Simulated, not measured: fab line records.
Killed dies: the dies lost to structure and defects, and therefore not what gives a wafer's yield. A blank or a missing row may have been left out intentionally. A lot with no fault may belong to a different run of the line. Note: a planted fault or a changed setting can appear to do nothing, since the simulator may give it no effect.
A struck lot beside a sound one -- flow n5Finfet -- 41 steps out of a route of 1938
Sound: the wafers L755.1, L755.4, L755.6. Struck: wafer L762.4 (L762.5, L762.6, from the same lot, were not struck and are left out); the cause is given at the end.
At each step with rows: each side's tool, then ch and its chambers, then its first start. Under that, the readings that differ: sound wafers -- struck wafers -- difference of the means -- sigmas: that difference in standard deviations of wafers without a fault.
alike: same words and numbers on both sides, and readings whose means sit less than 2 such deviations apart. not compared: any withheld reading, any reading some wafer has no value for, any bound like >300 that may hide the same value, and any number with overlapping values for which the record gives no deviation.
A row with sigmas, a row that says differs or no value, or rows on one side alone: a step with any of these is where the two part. Numbers that have no deviation but don't overlap get no sigmas and don't part them. Lack of a reading on every wafer of one side parts them only where that side has two or more wafers.

first, 9 steps without rows for these wafers: N5_BEOL_M0_SAQP_COAT_82 (time 60 s, resist thk 30 nm); N5_BEOL_M0_SAQP_COAT_08 (resist thk 90 nm); N5_BEOL_M0_SAQP_EBR_10; N5_BEOL_M0_SAQP_SOFTBAKE_09 (time 60 s); N5_BEOL_M0_SAQP_EXPOSE_11 (exposes mask M0 CORE, target cd 42 nm); N5_BEOL_M0_SAQP_PEB_12 (peb time 60 s); N5_BEOL_M0_SAQP_DEVELOP_13 (develop time 30 s); N5_BEOL_M0_SAQP_DESCUM_19 (chemistry O2, time 7.9 s); N5_BEOL_M0_SAQP_ETCH_83 (etches SiARC in CF4, target depth 39 nm, time 65 s).
N5_BEOL_M0_SAQP_ETCH_84: etches SOC in N2/H2, target depth 100 nm, overetch 20 nm, time 150 s.
  sound on rieDiel-01 ch 1,2, day 6 03:25; struck on rieDiel-01 ch 0, day 7 18:45
  alike: drypumpMotorCurrentA, oesProductAu, rfVppV, showerheadPlenumPTorr, throttleValvePct
  not compared: rfHoursCounterH
then, 27 steps without rows for these wafers: N5_BEOL_M0_SAQP_STRIP_80 (strips in N2/H2); N5_BEOL_M0_SAQP_HM_OPEN_112 (chemistry CHF3/O2, target SiO2, stops on a-Si, target depth 12 nm, time 13.5 s); N5_BEOL_M0_SAQP_STRIP_113 (strips in CHF3/O2); N5_BEOL_M0_SAQP_MANDREL_ETCH_20 (etches a-Si in HBr/Cl2, stops on SiNx, target depth 60 nm, bt time 10 s, time 30 s); N5_BEOL_M0_SAQP_STRIP_86 (strips in N2/H2); N5_BEOL_M0_SAQP_STRIP_115 (strips in post etch residue remover, time 60 s); N5_BEOL_M0_SAQP_SRD_93 (time 30 s); N5_BEOL_M0_SAQP_RECESS_114 (chemistry HF/NH3, target SiO2, target depth 14.4 nm, afs cycles 3, sublimation time 60 s); N5_BEOL_M0_SAQP_SPACER1_ALD_98 (deposits SiO2, target thk 12.8 nm, pulse time 1 s, purge time 2 s); N5_BEOL_M0_SAQP_SPACER1_ETCHBACK_99 (etches SiO2 in CHF3/O2, target depth 15.4 nm, time 7.7 s); N5_BEOL_M0_SAQP_MANDREL1_REMOVE_100 (chemistry HBr/Cl2/O2, target a-Si, stops on SiNx, bt time 10 s); N5_BEOL_M0_SAQP_ETCH_101 (etches SiNx in CH3F/O2, target depth 29.9 nm, time 42.7 s); N5_BEOL_M0_SAQP_ETCH_102 (etches SiO2 in CF4, target depth 4 nm, time 4.4 s); N5_BEOL_M0_SAQP_MANDREL_ETCH_103 (etches a-Si in HBr/Cl2, stops on SiCN, target depth 45 nm, bt time 10 s, time 27 s); N5_BEOL_M0_SAQP_RECESS_104 (chemistry HF/NH3, target SiO2, target depth 18 nm, afs cycles 3, sublimation time 60 s); N5_BEOL_M0_SAQP_COAT_105 (time 60 s, resist thk 100 nm); N5_BEOL_M0_SAQP_ETCH_106 (etches SOC in N2/H2, stops on SiNx, target depth 150 nm); N5_BEOL_M0_SAQP_ETCH_107 (etches SiNx in CH3F/O2, target depth 30 nm); N5_BEOL_M0_SAQP_STRIP_108 (strips in N2/H2); N5_BEOL_M0_SAQP_RECESS_109 (chemistry HF/NH3, target SiO2, target depth 3 nm, afs cycles 1, sublimation time 60 s); N5_BEOL_M0_SAQP_SPACER2_ALD_26 (deposits SiO2, target thk 15 nm, pulse time 1 s, purge time 2 s); N5_BEOL_M0_SAQP_SPACER2_ETCHBACK_27 (etches SiO2 in CHF3/O2, target depth 22.5 nm, time 11.25 s); N5_BEOL_M0_SAQP_MANDREL2_REMOVE_110 (chemistry HBr/Cl2/O2, target a-Si, stops on SiCN, bt time 10 s); N5_BEOL_M0_SAQP_COAT_69 (time 60 s, resist thk 90 nm); N5_BEOL_M0_SAQP_COAT_72 (time 60 s, resist thk 15 nm); N5_BEOL_M0_SAQP_COAT_87 (time 60 s, resist thk 5 nm); N5_BEOL_M0_SAQP_COAT_34 (resist thk 30 nm).
N5_BEOL_M0_SAQP_INSPECT_42: inspects for defects (brightfield).
  sound: defectInspect-02 at day 6 07:15; struck: defectInspect-02 at day 7 22:37
reading,sound,struck,difference,sigmas
rawDefectCount,608 560 607,1303,+711,+6
N5_BEOL_M0_CUTY_INSPECT_59: inspects for defects (macro).
  sound: defectInspect-01 at day 6 08:48; struck: defectInspect-01 at day 8 00:00
reading,sound,struck,difference,sigmas
rawDefectCount,2 4 0,>300,differs,
-- record jumps: 4 days separate the struck wafers' starts on either side; left off in module BEOL_M0_CUTY, taken up again in module BEOL_M4, whose first shown step is the route's number 1111 --
N5_BEOL_M4_RC_MEAS_101:
  sound on prober-01 ch 0, day 9 10:23; struck on prober-02 ch 0, day 11 21:32
reading,sound,struck,difference,sigmas
DIBL_P (mV/V),37.7 35.7 33.4,40.7,+5.1,+2
  alike: DIBL_N, IOFF_N, IOFF_P, ION_N, ION_P, SS_N, SS_P, VT_N, VT_P
-- record jumps: 4 days separate the struck wafers' starts on either side; left off in module BEOL_M4, taken up again in module PASSIVATION, whose first shown step is the route's number 1936 --
N5_PASSIVATION_PROBE_49:
  sound: prober-01 at day 13 21:14; struck: prober-01 at day 16 02:55
reading,sound,struck,difference,sigmas
defectLimitedYield (%),90.8 91.5 92.4,79.5,-12.1,-9
killed_at_M0_to_M3,32 32 32,172,+140,+15
killedDies,108 100 90,242,+143,+8
killedOnRim,13 14 15,28,+14,+4
sort_bin_5_function (%),4.7 4.7 4.2,12.3,+7.8,+8
sortNPass,1072 1080 1090,938,-143,-8
sortYieldPct (%),90.8 91.5 92.4,79.5,-12.1,-9
  alike: killed_at_M4_up, killedAtContacts, killedAtFrontEnd, killedAtOther, killedOpen, killedShort, sort_bin_4_leakage, sort_bin_6_memory

== WHERE THEY PART ==
Earliest at N5_BEOL_M0_SAQP_INSPECT_42; latest, in this record, at N5_PASSIVATION_PROBE_49.

WHY: the cause the simulator had injected
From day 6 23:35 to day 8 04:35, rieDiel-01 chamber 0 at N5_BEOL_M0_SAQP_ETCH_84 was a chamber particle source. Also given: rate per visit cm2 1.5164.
